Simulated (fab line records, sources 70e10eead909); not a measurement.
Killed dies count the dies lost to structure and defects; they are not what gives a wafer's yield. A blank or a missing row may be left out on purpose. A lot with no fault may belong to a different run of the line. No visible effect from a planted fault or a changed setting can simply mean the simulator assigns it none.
What tool caused it? / flow nandHarc / 7 lots with 21 wafers sampled at 3 steps, on a route of 1159 steps

== WHAT THE GAUGES READ, wafer by wafer ==
NHARC_A_M0_CD_MEAS_09: the cd target is 80 nm.
lot=L591; measured=day 17 20:48; on=cdSem-01; cdNm (nm)=81.0 81.0 80.1
lot=L596; measured=day 18 02:29; on=cdSem-02; cdNm (nm)=81.6 80.4 81.3
lot=L594; measured=day 18 12:34; on=cdSem-03; cdNm (nm)=79.2 80.2 80.9
lot=L605; measured=day 20 09:53; on=cdSem-03; cdNm (nm)=64.6 66.1 64.2
lot=L603; measured=day 20 17:30; on=cdSem-01; cdNm (nm)=72.1 71.2 73.2
lot=L610; measured=day 22 01:37; on=cdSem-02; cdNm (nm)=79.1 78.6 78.9
lot=L613; measured=day 23 07:34; on=cdSem-02; cdNm (nm)=77.9 79.7 80.3

== EACH LOT AND THE TOOL THAT RAN IT (in order: tool; ch and the chambers of the sampled wafers; start) ==
lot=L591; NHARC_A_BLC_CMP_25=cmp-03 ch 0,1, day 17 19:23; NHARC_A_M0_EXPOSE_06=arfiScanner-03 ch 0, day 17 20:40
lot=L596; NHARC_A_BLC_CMP_25=cmp-02 ch 0,2,3, day 18 01:11; NHARC_A_M0_EXPOSE_06=arfiScanner-01 ch 0, day 18 02:22
lot=L594; NHARC_A_BLC_CMP_25=cmp-01 ch 1,2,3, day 18 11:23; NHARC_A_M0_EXPOSE_06=arfiScanner-02 ch 0, day 18 12:25
lot=L605; NHARC_A_BLC_CMP_25=cmp-02 ch 0,2, day 20 08:37; NHARC_A_M0_EXPOSE_06=arfiScanner-03 ch 0, day 20 09:45
lot=L603; NHARC_A_BLC_CMP_25=cmp-01 ch 0,2, day 20 16:20; NHARC_A_M0_EXPOSE_06=arfiScanner-03 ch 0, day 20 17:22
lot=L610; NHARC_A_BLC_CMP_25=cmp-02 ch 2,3, day 22 00:17; NHARC_A_M0_EXPOSE_06=arfiScanner-02 ch 0, day 22 01:28
lot=L613; NHARC_A_BLC_CMP_25=cmp-01 ch 1,2,3, day 23 06:18; NHARC_A_M0_EXPOSE_06=arfiScanner-01 ch 0, day 23 07:26
- NHARC_A_BLC_CMP_25: polishes, t overpolish 30 s, target thk 150 nm.
- NHARC_A_M0_EXPOSE_06: exposes mask A M0, target cd 80 nm.

== THE ANSWER, worked out from the rows above alone ==
Rule: the lots themselves supply what counts as usual. Put in order of their means at a reading, lots are off if they are a third of the lots or fewer, leave a main group of 4 or more, and stand apart from it by a gap of 3 or more times the standard deviation of the main group's means; of several such gaps the widest counts. The tables above print the reading to a certain number of digits; a main group whose means all agree to those digits is not used. Also off: a lot with no number at a reading for which 4 or more lots have one. Where the step has rows for the other lots, those lots are counted as sound.
Off: L605, L603, at NHARC_A_M0_CD_MEAS_09 (cdNm). Mean 80.0 nm and standard deviation 0.83 in the main group.
If a tool, at a process step before that reading, ran all the lots that are off and no sound lot after the first of them, it fits. Those tools and the gauges at NHARC_A_M0_CD_MEAS_09 are tried in the same way. One fits: arfiScanner-03 at NHARC_A_M0_EXPOSE_06. Its last sound lot is L591 (day 17 20:40), its first lot that is off L605 (day 20 09:45): a fault that began between those two fits.

== WHAT WAS PUT IN BY THE SIMULATOR ==
Process parameter drift: arfiScanner-03, from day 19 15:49 on, at NHARC_A_M0_EXPOSE_06. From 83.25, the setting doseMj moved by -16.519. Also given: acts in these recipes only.
Lots struck among those shown: L605, L603. The same result came from the rule above.
